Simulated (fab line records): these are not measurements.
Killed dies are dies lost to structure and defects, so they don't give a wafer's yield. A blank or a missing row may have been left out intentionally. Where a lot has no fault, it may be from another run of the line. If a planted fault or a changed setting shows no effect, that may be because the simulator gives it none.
Problem report in the 8D (eight disciplines) form, filled by code | flow nandHarc | the parts of the form that need people (team, actions taken, sign-off) are left out

== 1. THE PROBLEM ==
At NHARC_A_CONTACT_ETCH_98, oesProductAu averages 0.738 a.u. over 5 wafers from 3 lots, while fault-free wafers read 0.963 a.u., standard deviation 0.026. Relative to the usual mean, that is a shift of -8.7 standard deviations.
The step: etches the open film in C4F6/O2, target depth 20 nm, time 10 s.
First seen on wafer L331.2, day 29 21:58, on rieDiel-04. Wafers with a number at this step in the record: 42, from 15 lots. Rule for "out", or "out of limits": more than 4 standard deviations from the usual mean. The other wafers with a number count as sound.

== 2. WHAT IT IS; WHAT IT IS NOT ==
question                    | is                                     | is not
which readings at this step | oesProductAu                           | drypumpMotorCurrentA, rfVppV, showerheadPlenumPTorr, throttleValvePct
which lots                  | L331, L332, L333                       | L315, L317, L318, L320, L322, L324, L325, L326, L327, L328, L329, L337
which wafers of those lots  | L331.2, L331.6, L332.6, L333.2, L333.6 | L332.1
read on which tools         | rieDiel-04                             | rieDiel-13
when                        | from day 29 21:58                      | up to then (33 sound wafers); but 4 sound wafers of L332, L337 came after

== 3. WHAT RULES OUT EACH SUSPECT ==
Counting: if a tool at a process step up to the reading ran every lot that is out, it stays a suspect. Sound lots after the first of them don't rule it out here, since some wafers of a struck lot are sound.
- rieDiel-04 at NHARC_A_CONTACT_ETCH_88 (etches the open film in CF4, target depth 39 nm, time 65 s): kept. It ran every lot that is out, first L331 (day 29 18:55); its last sound lot up to then is L328 (day 28 11:59).
- rieDiel-04 at NHARC_A_CONTACT_ETCH_89 (etches the open film in N2/H2, target depth 260 nm, time 475.3 s): kept. It ran every lot that is out, first L331 (day 29 21:58); its last sound lot up to then is L328 (day 28 15:59). NHARC_A_CONTACT_ETCH_89 gives no start for some lots, so the hours and the order of its lots are those of NHARC_A_CONTACT_ETCH_98.
- rieDiel-04 at NHARC_A_CONTACT_ETCH_98 (etches the open film in C4F6/O2, target depth 20 nm, time 10 s): kept. It ran every lot that is out, first L331 (day 29 21:58); its last sound lot up to then is L328 (day 28 15:59). Its own readings are out on those wafers: oesProductAu.
- Within rieDiel-04 at NHARC_A_CONTACT_ETCH_88: the wafers that are out ran in chambers 0, 1, 2; their sound lot-mates ran in chamber 3.
- Within rieDiel-04 at NHARC_A_CONTACT_ETCH_98: the wafers that are out ran in chambers 1, 2; their sound lot-mates ran in chamber 0.
Left after counting: rieDiel-04 at NHARC_A_CONTACT_ETCH_88, rieDiel-04 at NHARC_A_CONTACT_ETCH_89, rieDiel-04 at NHARC_A_CONTACT_ETCH_98.

== 4. THE CAUSE (what the simulator had put in) ==
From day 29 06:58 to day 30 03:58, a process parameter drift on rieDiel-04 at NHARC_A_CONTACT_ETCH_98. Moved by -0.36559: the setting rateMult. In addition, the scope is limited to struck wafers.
3 suspects survive the count, and this tool is in that group.

== 5. SEQUENCE OF EFFECTS, ordered by route ==
Each row: a reading whose mean over the struck wafers that have a number lies more than 3 standard deviations from the usual. Only readings for which the record gives a usual standard deviation are gone through. hours: the time from each lot's start at the first step in this table that gives one to its start at this step, as a median over the lots. sigmas: the change in usual standard deviations.
hours | step                    | reading      | usual      | on struck wafers | change | sigmas
0     | NHARC_A_CONTACT_ETCH_98 | oesProductAu | 0.963 a.u. | 0.738            | -0.225 | -8.7
Process steps it contains:
- NHARC_A_CONTACT_ETCH_98: etches the open film in C4F6/O2, target depth 20 nm, time 10 s.

== 6. WHAT WOULD HAVE CAUGHT IT SOONER ==
15 hours passed between the start of the fault at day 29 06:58 and the first reading out of limits in this record, taken at day 29 21:58.
